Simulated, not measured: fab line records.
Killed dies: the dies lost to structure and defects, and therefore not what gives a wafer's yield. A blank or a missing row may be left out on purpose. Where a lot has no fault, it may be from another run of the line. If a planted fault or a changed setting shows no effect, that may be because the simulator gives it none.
Chamber matching :: flow n5Finfet :: rieDiel-05 running N5_BEOL_M2_VIA_ETCH_34: 4 sister chambers
The step etches the open film in C4F6/O2, target depth 69.4 nm, time 65.9 s. 4 wafers are shown with their chamber, then 7 later ones without.

== WAFERS WITH THEIR CHAMBER ==
wafer: L077.4
chamber: 1
showerheadPlenumPTorr (Torr): 2.87

wafer: L078.2
chamber: 2
showerheadPlenumPTorr (Torr): 2.80

wafer: L079.5
chamber: 3
showerheadPlenumPTorr (Torr): 2.78

wafer: L080.4
chamber: 0
showerheadPlenumPTorr (Torr): 2.97

== WAFERS MISSING THEIR CHAMBER ==
wafer: L080.6
showerheadPlenumPTorr (Torr): 2.77

wafer: L090.3
showerheadPlenumPTorr (Torr): 2.76

wafer: L090.4
showerheadPlenumPTorr (Torr): 2.79

wafer: L090.5
showerheadPlenumPTorr (Torr): 2.79

wafer: L095.2
showerheadPlenumPTorr (Torr): 2.79

wafer: L095.4
showerheadPlenumPTorr (Torr): 2.76

wafer: L095.6
showerheadPlenumPTorr (Torr): 2.85

== CHAMBER TAKEN BY EACH ==
wafer: L080.6
from the rows above: can't be placed: 3 or 2
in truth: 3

wafer: L090.3
from the rows above: can't be placed: 3 or 2
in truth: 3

wafer: L090.4
from the rows above: can't be placed: 2 or 3
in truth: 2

wafer: L090.5
from the rows above: can't be placed: 2 or 3
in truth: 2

wafer: L095.2
from the rows above: can't be placed: 2 or 3
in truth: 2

wafer: L095.4
from the rows above: can't be placed: 3 or 2
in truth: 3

wafer: L095.6
from the rows above: can't be placed: 1 or 2
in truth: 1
Correctly placed: 0 of 7. From these rows, 7 cannot be placed; in 7 the true chamber is one of the candidates. Placed wrongly: 0.
How it was worked out, from the rows above alone: a wafer's distance from a chamber is the root of the sum, over the readings, of the square of ((its reading less the chamber's mean) divided by the reading's scatter). If the next closest chamber is less than 2 further off than the closest, the wafer can't be placed; otherwise it belongs to the closest. Each chamber's mean is taken over the wafers shown for it. The scatter: with one shown wafer a chamber, the root of the mean of the squares of how far each hidden wafer lies from its nearest shown one.
